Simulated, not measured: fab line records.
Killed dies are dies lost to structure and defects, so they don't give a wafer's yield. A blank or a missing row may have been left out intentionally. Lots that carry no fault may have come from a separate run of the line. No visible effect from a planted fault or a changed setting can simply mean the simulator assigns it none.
Which tool is to blame? || flow n5 finfet || Sampling: 9 lots, 27 wafers, 4 of 1938 route steps

## WHAT THE GAUGES READ, wafer by wafer
N5_GATE_CUT_INSPECT_15: inspects for defects (brightfield).
{"lot": "L771", "measured": "day 5 03:31", "on": "defect inspect-02", "raw defect count": "113 105 131"}
{"lot": "L777", "measured": "day 6 15:32", "on": "defect inspect-02", "raw defect count": "116 132 148"}
{"lot": "L778", "measured": "day 7 03:32", "on": "defect inspect-01", "raw defect count": "117 115 106"}
{"lot": "L779", "measured": "day 7 06:16", "on": "defect inspect-01", "raw defect count": "118 74 112"}
{"lot": "L782", "measured": "day 7 20:29", "on": "defect inspect-02", "raw defect count": "1269 1178 1168"}
{"lot": "L786", "measured": "day 8 20:17", "on": "defect inspect-01", "raw defect count": "1158 1137 1175"}
{"lot": "L788", "measured": "day 9 07:37", "on": "defect inspect-02", "raw defect count": "110 79 128"}
{"lot": "L791", "measured": "day 10 00:45", "on": "defect inspect-02", "raw defect count": "121 173 166"}
{"lot": "L792", "measured": "day 10 06:30", "on": "defect inspect-02", "raw defect count": "179 127 152"}

## TOOL THAT RAN EACH LOT (tool first, then ch and the chambers of the sampled wafers, then the start)
{"lot": "L771", "N5_GATE_CUT_ETCHBACK_00": "rie metal-02 ch 0, day 4 22:07", "N5_GATE_CUT_CMP_02": "cmp-01 ch 0,2,3, day 5 02:50", "N5_GATE_CUT_HM_DEP_46": "pecvd-03 ch 0,1,2, day 5 03:05"}
{"lot": "L777", "N5_GATE_CUT_ETCHBACK_00": "rie metal-02 ch 0,1, day 6 10:05", "N5_GATE_CUT_CMP_02": "cmp-02 ch 0,1,3, day 6 13:47", "N5_GATE_CUT_HM_DEP_46": "pecvd-01 ch 1,2, day 6 14:07"}
{"lot": "L778", "N5_GATE_CUT_ETCHBACK_00": "rie metal-02 ch 0,1, day 6 23:47", "N5_GATE_CUT_CMP_02": "cmp-02 ch 0,1, day 7 02:39", "N5_GATE_CUT_HM_DEP_46": "pecvd-02 ch 0,2, day 7 02:59"}
{"lot": "L779", "N5_GATE_CUT_ETCHBACK_00": "rie metal-02 ch 0,1, day 7 02:31", "N5_GATE_CUT_CMP_02": "cmp-02 ch 1,2,3, day 7 05:23", "N5_GATE_CUT_HM_DEP_46": "pecvd-02 ch 0,2, day 7 05:43"}
{"lot": "L782", "N5_GATE_CUT_ETCHBACK_00": "rie metal-03 ch 0,1, day 7 16:52", "N5_GATE_CUT_CMP_02": "cmp-02 ch 1,2,3, day 7 19:46", "N5_GATE_CUT_HM_DEP_46": "pecvd-02 ch 0,1,2, day 7 20:04"}
{"lot": "L786", "N5_GATE_CUT_ETCHBACK_00": "rie metal-01 ch 0, day 8 14:58", "N5_GATE_CUT_CMP_02": "cmp-02 ch 0,1,3, day 8 19:28", "N5_GATE_CUT_HM_DEP_46": "pecvd-02 ch 0,1,2, day 8 19:44"}
{"lot": "L788", "N5_GATE_CUT_ETCHBACK_00": "rie metal-03 ch 0,1, day 9 03:32", "N5_GATE_CUT_CMP_02": "cmp-02 ch 0,3, day 9 06:46", "N5_GATE_CUT_HM_DEP_46": "pecvd-01 ch 0,1,2, day 9 07:04"}
{"lot": "L791", "N5_GATE_CUT_ETCHBACK_00": "rie metal-02 ch 0,1, day 9 20:36", "N5_GATE_CUT_CMP_02": "cmp-02 ch 0,1, day 10 00:02", "N5_GATE_CUT_HM_DEP_46": "pecvd-01 ch 0,2, day 10 00:19"}
{"lot": "L792", "N5_GATE_CUT_ETCHBACK_00": "rie metal-03 ch 0,1, day 10 02:51", "N5_GATE_CUT_CMP_02": "cmp-02 ch 0,1,3, day 10 05:47", "N5_GATE_CUT_HM_DEP_46": "pecvd-01 ch 0,1, day 10 06:05"}
- N5_GATE_CUT_ETCHBACK_00: etches W in SF6/Cl2.
- N5_GATE_CUT_CMP_02: polishes, stops on SiO2, t overpolish 12.7 s, target thk 0 nm.
- N5_GATE_CUT_HM_DEP_46: deposits SiO2 from TEOS/O2, target thk 130 nm, time 26.6 s.

## THE ANSWER, worked out from the rows above alone
Rule: what is usual is taken from the lots themselves. The widest of any qualifying gaps counts: lots, ordered by their means at a reading, are off when they make up no more than a third of the lots, leave a main group of 4 or more, and stand apart from it by 3 or more times the standard deviation of that group's means. The tables above print the reading to a certain number of digits; a main group whose means all agree to those digits is not used. A lot without any number at a reading at which 4 lots or more have one is off too. Any other lot the step has rows for is counted as sound.
Off at N5_GATE_CUT_INSPECT_15 (raw defect count): L782, L786. For the main group the mean is 125 and the standard deviation 20.
A tool fits if, at a process step before that reading, it ran every lot that is off, and no sound lot after the first of them. The gauges at N5_GATE_CUT_INSPECT_15 are tried like those tools. One fits: N5_GATE_CUT_HM_DEP_46 on pecvd-02. A fault onset in the window from L779 (day 7 05:43, its last sound lot) to L782 (day 7 20:04, its first lot off) fits.

## WHAT THE SIMULATOR HAD PUT IN
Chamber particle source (pecvd-02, N5_GATE_CUT_HM_DEP_46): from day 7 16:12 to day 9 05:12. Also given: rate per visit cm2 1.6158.
Lots struck among those shown: L782, L786. The rule above found the same.
